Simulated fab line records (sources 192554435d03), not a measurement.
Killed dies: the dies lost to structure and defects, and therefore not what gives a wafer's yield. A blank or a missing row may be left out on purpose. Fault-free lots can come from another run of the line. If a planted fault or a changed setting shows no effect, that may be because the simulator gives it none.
Lot-split experiment	flow n5-finfet	21 wafers read across 7 lots, on a route 1938 steps long

== SPLIT DETAILS ==
At N5_SDB_COAT_05 (resist thk 90 nm), the setting spin-rpm was moved away from the recipe's 1500 rpm on 6 of the 21 wafers read, by -11.0% to +5.0%. This setting was run at the recipe's value on the other wafers.

== FROM THE SPLIT TO THE READING: what the file shows between them, 4 steps ==
- N5_SDB_EBR_07
- N5_SDB_SOFTBAKE_06: time 60 s
- N5_SDB_EXPOSE_08: exposes mask SDB
- N5_SDB_PEB_09: peb time 60 s

== THE READING ==
CAR-ArF_of_SDB_COAT_05.thk-nm (the simulator's own value, which no gauge read), in nm, at N5_SDB_DEVELOP_10 (develop time 30 s). The file does not state a usual value for it. Here, 15 wafers ran the recipe; their average is 88.4 nm with a standard deviation of 0.21 nm.

wafer	tool, chamber at the split	spin-rpm as run, rpm	against the recipe	CAR-ArF_of_SDB_COAT_05.thk-nm, nm	against lot-mates on the recipe
L074.1	litho-track-03, 0	1575	+5.0%	86.2	-2.3
L074.2	litho-track-03, 0	1500	recipe	88.6	-
L074.3	litho-track-03, 0	1500	recipe	88.4	-
L077.3	litho-track-04, 0	1500	recipe	88.8	-
L077.4	litho-track-04, 0	1500	recipe	88.6	-
L077.5	litho-track-04, 0	1500	recipe	88.6	-
L078.2	litho-track-05, 0	1369	-8.7%	92.2	+4.0
L078.5	litho-track-05, 0	1369	-8.7%	92.2	+4.0
L078.4	litho-track-05, 0	1500	recipe	88.2	-
L081.3	litho-track-04, 0	1335	-11.0%	94.4	+5.8
L081.4	litho-track-04, 0	1500	recipe	88.6	-
L081.5	litho-track-04, 0	1335	-11.0%	94	+5.4
L084.1	litho-track-04, 0	1500	recipe	88.4	-
L084.4	litho-track-04, 0	1500	recipe	88.4	-
L084.5	litho-track-04, 0	1500	recipe	88.4	-
L087.1	litho-track-03, 0	1500	recipe	88.4	-
L087.3	litho-track-03, 0	1372	-8.5%	92.4	+4.2
L087.4	litho-track-03, 0	1500	recipe	88	-
L094.3	litho-track-03, 0	1500	recipe	88.2	-
L094.4	litho-track-03, 0	1500	recipe	88.2	-
L094.6	litho-track-03, 0	1500	recipe	88.2	-

THE FIT
A straight line over all 21 wafers: CAR-ArF_of_SDB_COAT_05.thk-nm changes by -0.485 nm for each +1% of spin-rpm; r = -0.99; the points scatter about the line by 0.29 nm.
The same after taking each lot's own level away (the mean of its wafers on the recipe; 21 wafers): -0.488 nm for each +1%; r = -1.00; scatter 0.16 nm.
That fit puts the effect of the largest move of spin-rpm on the reading at 5.4 nm.
Across the lots, their own levels run from 88.20 to 88.67 nm, a range of 2.3 times the standard deviation given above.
So the lot-to-lot level changes the slope little: the two slopes agree.
Check: +5.23 nm against its lot-mates is what the line predicts for one of the wafers moved furthest among these (-11.0%) when that wafer is left out of the fit. It came out at +5.8 nm against them.

== FURTHER SPLITS ON THESE WAFERS ==
Other splits were also applied to these wafers ahead of the reading. Each is held against what the fit with the lots' levels taken away leaves over:
other split on the same wafers	wafers away from the commonest value	r with CAR-ArF_of_SDB_COAT_05.thk-nm (lot level and that fit taken away)
N5_SD_EPI_N_EPI_21 epi-growth-time-s	4	-0.03
N5_SDB_COAT_03 spin-rpm	10	-0.07

== THE WHOLE CHAIN: every reading that the file lists as answering this split, in the file's order ==
step	what it does	reading	change (the file's fit)	r (the file's)
N5_SDB_COAT_05	resist thk 90 nm	CAR-ArF_of_SDB_COAT_05.thk-nm (the simulator's own value, which no gauge read)	-0.484 nm for each +1% of the setting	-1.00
N5_SDB_DEVELOP_10	develop time 30 s	CAR-ArF_of_SDB_COAT_05.thk-nm (the simulator's own value, which no gauge read)	-0.488 nm for each +1% of the setting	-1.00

== FILE'S OWN FIT ==
CAR-ArF_of_SDB_COAT_05.thk-nm changes by -0.488 nm for each +1% of spin-rpm, r = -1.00.
